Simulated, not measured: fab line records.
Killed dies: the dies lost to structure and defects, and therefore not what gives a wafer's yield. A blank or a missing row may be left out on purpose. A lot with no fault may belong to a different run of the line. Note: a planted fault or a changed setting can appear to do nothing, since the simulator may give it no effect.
Chamber matching | flow nand_harc | 4 sister chambers for NHARC_A_STAIRCASE_DESCUM_186 on rie_diel-11
The step chemistry O2, time 3 s. 4 wafers are shown with their chamber, then 7 later ones without.

== EACH WAFER AND ITS CHAMBER ==
wafer  | chamber | drypump_motor_current_A (A)
L079.1 | 3       | 5.9
L086.5 | 2       | 6.4
L090.1 | 0       | 5.5
L090.4 | 1       | 5.9

== WAFERS MISSING THEIR CHAMBER ==
wafer  | drypump_motor_current_A (A)
L090.5 | 5.9
L088.2 | 5.8
L088.5 | 5.8
L088.6 | 6.4
L094.1 | 5.9
L094.2 | 6.4
L094.5 | 6.4

== CHAMBER TAKEN BY EACH ==
wafer  | from the rows above     | in truth
L090.5 | can't be placed: 1 or 3 | 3
L088.2 | can't be placed: 1 or 3 | 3
L088.5 | can't be placed: 1 or 3 | 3
L088.6 | 2                       | 2
L094.1 | can't be placed: 1 or 3 | 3
L094.2 | 2                       | 2
L094.5 | 2                       | 2
Correct placement for 3 of the 7. From these rows, 4 cannot be placed; in 4 the true chamber is one of the candidates. Number placed wrongly: 0.
How it was worked out, from the rows above alone: a wafer's distance from a chamber is the root of the sum, over the readings, of the square of ((its reading less the chamber's mean) divided by the reading's scatter). If the next closest chamber is less than 2 further off than the closest, the wafer can't be placed; otherwise it belongs to the closest. Each chamber's mean is taken over the wafers shown for it. The scatter: with one shown wafer a chamber, the root of the mean of the squares of how far each hidden wafer lies from its nearest shown one.
